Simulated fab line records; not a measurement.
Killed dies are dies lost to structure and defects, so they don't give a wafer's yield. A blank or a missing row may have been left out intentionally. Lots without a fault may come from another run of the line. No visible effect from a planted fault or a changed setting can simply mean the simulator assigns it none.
Which tool was responsible?    flow n5-finfet    9 lots, 27 wafers sampled, at 6 steps of a route of 1938

== WHAT THE GAUGES READ, wafer by wafer ==
N5_SD_EPI_P_OVL_MEAS_10. Usual: SD_P_BLK_OVL -0.5 nm, standard deviation 0.82.
lot   measured     on          SD_P_BLK_OVL (nm)  flag
L120  day 3 08:00  overlay-02  -0.7 -0.9 -0.1     
L127  day 5 00:13  overlay-01  -0.9 -1.4 -1.6     
L128  day 5 06:44  overlay-01  -1.0 -0.3 -0.8     
L130  day 5 20:17  overlay-02  -1.0 -0.9 -0.1     
L131  day 6 01:31  overlay-01  1.0 -0.3 -0.2      
L132  day 6 12:34  overlay-01  -1.1 -0.6 -1.3     
L133  day 6 13:01  overlay-02  0.1 0.7 0.4        
L140  day 8 05:52  overlay-02  -0.1 -0.6 0.1      
L141  day 8 10:51  overlay-02  0.1 0.1 -1.8       

N5_SD_ACTIVATION_RS_MEAS_03: measurement is done with a four-point probe. Usual: RS_SD_N 21.96 ohm/sq, standard deviation 0.28; RS_SD_P 56.1 ohm/sq, standard deviation 0.95.
lot   measured     on             RS_SD_N (ohm/sq)   RS_SD_P (ohm/sq)   flag
L120  day 3 12:15  film-metro-02  21.66 21.77 21.92  55.0 56.1 55.4     
L127  day 5 04:39  film-metro-02  22.83 22.69 22.45  57.6 57.3 56.7     
L128  day 5 11:04  film-metro-01  21.92 21.83 21.86  56.0 56.1 56.1     
L130  day 6 00:47  film-metro-02  22.02 22.18 22.10  58.1 57.0 56.1     
L131  day 6 05:49  film-metro-02  21.66 21.59 21.54  127.8 127.4 126.6  OFF
L132  day 6 16:53  film-metro-01  22.08 21.72 21.70  118.2 118.7 119.2  OFF
L133  day 6 17:43  film-metro-02  21.71 21.91 21.90  55.0 54.4 56.1     
L140  day 8 10:05  film-metro-02  21.75 22.13 21.83  55.7 54.7 54.8     
L141  day 8 15:37  film-metro-01  21.74 21.79 21.73  57.3 58.2 57.0     

N5_ILD0_THK_MEAS_13. Usual: thk-nm 17.4 nm, standard deviation 0.99.
lot   measured     on             thk-nm (nm)     flag
L120  day 3 18:49  film-metro-02  18.4 17.8 17.6  
L127  day 5 11:48  film-metro-01  18.8 17.4 18.2  
L128  day 5 18:05  film-metro-02  17.2 16.9 18.4  
L130  day 6 07:19  film-metro-01  18.3 17.5 17.3  
L131  day 6 12:33  film-metro-02  16.0 17.5 17.6  
L132  day 6 23:37  film-metro-01  17.4 20.3 16.6  
L133  day 7 00:38  film-metro-02  16.0 16.2 17.6  
L140  day 8 16:55  film-metro-01  17.0 17.2 16.8  
L141  day 8 22:23  film-metro-01  18.4 18.2 16.2  

N5_BEOL_M4_RC_MEAS_101. Usual: DIBL_N 35.9 mV/V, standard deviation 1.9; DIBL_P 35.8 mV/V, standard deviation 2.4; IOFF_N 0.15 nA/um, standard deviation 0.031; IOFF_P 0.21 nA/um, standard deviation 0.037; ION_N 672 uA/um, standard deviation 13; ION_P 462 uA/um, standard deviation 8.3; RC_DENSE_P 23.5 ohm.um, standard deviation 0.57; RC_P 19.2 ohm.um, standard deviation 0.45; REXT_P 100.6 ohm.um, standard deviation 1.7; RS_SD_P 66.0 ohm/sq, standard deviation 1.1; SS_N 71.5 mV/dec, standard deviation 0.72; SS_P 73.2 mV/dec, standard deviation 0.67; VT_N 250 mV, standard deviation 3.4; VT_P -250 mV, standard deviation 3.4.
lot   measured      on         DIBL_N (mV/V)   DIBL_P (mV/V)   IOFF_N (nA/um)  IOFF_P (nA/um)  ION_N (uA/um)  ION_P (uA/um)  RC_DENSE_P (ohm.um)  RC_P (ohm.um)   REXT_P (ohm.um)    RS_SD_P (ohm/sq)   SS_N (mV/dec)   SS_P (mV/dec)   VT_N (mV)    VT_P (mV)       flag
L120  day 7 22:57   prober-02  37.0 36.5 36.5  37.6 35.3 36.1  0.15 0.13 0.13  0.22 0.18 0.19  676 657 660    466 450 457    23.3 23.4 23.1       19.0 19.1 18.8  100.9 102.2 102.0  64.4 66.1 64.9     71.2 71.2 71.4  73.8 73.2 72.7  250 253 252  -250 -253 -251  
L127  day 9 11:01   prober-02  35.9 33.1 36.3  36.7 32.7 36.9  0.16 0.11 0.17  0.22 0.16 0.22  684 657 678    462 456 460    24.5 23.1 23.9       19.9 18.8 19.4  101.1 97.4 98.9    68.2 67.7 66.7     70.7 70.2 71.2  73.4 71.7 73.2  248 252 247  -252 -254 -248  
L128  day 9 13:34   prober-02  36.2 39.5 36.9  38.6 41.0 38.6  0.18 0.23 0.18  0.23 0.26 0.21  695 689 679    470 451 456    22.3 23.4 22.8       18.0 18.9 18.6  100.5 102.2 102.4  65.8 66.1 66.3     72.5 73.2 72.7  73.3 75.1 74.0  245 245 248  -250 -253 -254  
L130  day 10 09:46  prober-01  35.1 33.3 36.9  35.3 33.8 37.2  0.13 0.11 0.16  0.17 0.15 0.20  665 658 675    456 457 459    23.4 23.3 23.4       19.0 19.0 19.3  103.2 101.8 103.9  67.7 67.5 66.3     70.7 70.6 72.0  72.8 73.1 73.7  253 255 251  -254 -257 -251  
L131  day 11 04:35  prober-02  37.5 36.8 39.8  30.3 29.5 33.8  0.17 0.16 0.23  0.12 0.11 0.17  689 670 699    416 406 422    41.1 43.0 43.0       34.0 34.8 35.5  187.1 191.5 187.4  142.9 142.8 139.9  71.7 71.8 72.4  71.7 71.8 72.6  248 248 243  -256 -255 -250  OFF
L132  day 11 13:04  prober-01  38.2 34.0 36.5  32.4 26.9 29.5  0.20 0.13 0.17  0.15 0.10 0.13  686 665 675    416 406 413    40.2 41.8 39.7       33.1 33.8 32.7  177.9 179.1 175.1  131.7 130.4 132.7  71.8 70.9 70.3  72.9 71.0 72.2  245 251 250  -256 -258 -256  OFF
L133  day 11 05:10  prober-01  36.8 35.0 34.6  38.0 35.3 36.1  0.17 0.14 0.14  0.24 0.20 0.21  676 655 679    465 459 470    23.2 23.9 23.3       19.1 19.4 19.1  99.9 100.6 101.8   65.1 64.4 66.1     71.6 71.8 71.0  73.1 73.2 73.0  249 253 249  -245 -247 -246  
L140  day 13 07:49  prober-01  37.3 35.4 35.8  37.4 36.2 35.8  0.19 0.16 0.17  0.26 0.23 0.23  682 676 688    470 472 471    23.4 23.1 23.1       18.9 19.0 18.7  99.3 98.0 98.1     65.2 64.5 64.6     71.5 70.8 70.9  73.0 73.6 72.9  244 247 247  -246 -248 -248  
L141  day 13 22:16  prober-02  36.2 37.0 35.5  39.0 39.4 37.0  0.16 0.16 0.14  0.23 0.22 0.19  667 662 672    459 451 461    23.6 23.9 23.5       19.4 19.6 19.1  101.0 104.9 102.4  66.2 67.3 66.1     71.7 71.6 71.8  73.3 73.5 73.1  252 249 252  -248 -250 -250  

== WHAT TOOL EACH LOT RAN ON (gives the tool, then ch and the chambers of the sampled wafers, and finally the start) ==
lot   N5_SD_EPI_N_DESCUM_14              N5_SD_EPI_P_EPI_21
L120  rie-diel-06 ch 1,2,3, day 3 03:37  epi-rpcvd-01 ch 0, day 3 09:26
L127  rie-diel-04 ch 2,3, day 4 19:38    epi-rpcvd-04 ch 0, day 5 01:41
L128  rie-diel-04 ch 0,1,2, day 5 01:36  epi-rpcvd-04 ch 0, day 5 08:52
L130  rie-diel-05 ch 1,2, day 5 16:02    epi-rpcvd-04 ch 0, day 5 22:18
L131  rie-diel-04 ch 1,2,3, day 5 20:25  epi-rpcvd-04 ch 0, day 6 03:20
L132  rie-diel-05 ch 1,2,3, day 6 07:02  epi-rpcvd-04 ch 0, day 6 14:04
L133  rie-diel-05 ch 0,1, day 6 08:45    epi-rpcvd-03 ch 0, day 6 15:54
L140  rie-diel-04 ch 1,3, day 8 00:58    epi-rpcvd-01 ch 0, day 8 07:16
L141  rie-diel-04 ch 2,3, day 8 06:18    epi-rpcvd-01 ch 0, day 8 12:22
- N5_SD_EPI_N_DESCUM_14: chemistry O2, time 7.9 s.
- N5_SD_EPI_P_EPI_21: deposits SiGe:B, time 355 s.

== WHAT THE TOOLS THEMSELVES READ (means of the sampled wafers that have a number; where no wafer has one, the mark that the record gives instead) ==
N5_SD_EPI_N_DESCUM_14. Usual: drypump-motor-current-A 5.7 A, standard deviation 0.55; oes-product-au 0.77 a.u., standard deviation 0.065; rf-vpp-V 243.0 V, standard deviation 1.4; showerhead-plenum-p-Torr 2.08 Torr, standard deviation 0.067; throttle-valve-pct 20.55 %, standard deviation 0.14.
lot   tool         drypump-motor-current-A (A)  oes-product-au (a.u.)  rf-vpp-V (V)  showerhead-plenum-p-Torr (Torr)  throttle-valve-pct (%)  flag
L120  rie-diel-06  5.4                          0.71                   242.4         2.05                             20.60                   
L127  rie-diel-04  4.9                          0.75                   242.4         2.07                             20.61                   
L128  rie-diel-04  5.6                          0.80                   243.7         2.17                             20.51                   
L130  rie-diel-05  6.4                          0.80                   242.1         2.07                             20.38                   
L131  rie-diel-04  5.2                          0.80                   243.0         2.11                             20.59                   
L132  rie-diel-05  6.0                          0.79                   242.8         2.06                             20.45                   
L133  rie-diel-05  5.8                          0.74                   242.3         2.05                             20.71                   
L140  rie-diel-04  5.1                          0.78                   242.3         2.05                             20.69                   
L141  rie-diel-04  4.9                          0.71                   244.5         2.12                             20.60                   

== THE ANSWER, worked out from the rows above alone ==
Rule: take the mean of a lot's wafers that have a number; if it is more than 3 standard deviations from the usual mean, the lot is off. A lot without any number at a reading at which 4 lots or more have one is off too. The other lots that the step has rows for count as sound. After the gauges, taken in route order, come the tools' own readings; for these a lot's mean is taken, as printed above. At the first step where some lot is off, the reading lying furthest off is the one used; lots without a number count as furthest.
Off: L131, L132, seen at N5_SD_ACTIVATION_RS_MEAS_03 (RS_SD_P).
A tool fits if, at a process step before that reading, it ran every lot that is off, and no sound lot after the first of them. The gauges at N5_SD_ACTIVATION_RS_MEAS_03 aren't tried: what is off there is off at N5_BEOL_M4_RC_MEAS_101 too, on other tools, and a gauge's error can't cause that. One fits: epi-rpcvd-04 at N5_SD_EPI_P_EPI_21. A fault onset in the window from L130 (day 5 22:18, its last sound lot) to L131 (day 6 03:20, its first lot off) fits.

== WHAT THE SIMULATOR HAD PUT IN ==
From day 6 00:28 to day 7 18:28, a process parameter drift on epi-rpcvd-04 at N5_SD_EPI_P_EPI_21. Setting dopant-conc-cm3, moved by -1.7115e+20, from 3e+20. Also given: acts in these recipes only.
Struck lots among those shown: L131, L132. This agrees with what the rule above found.
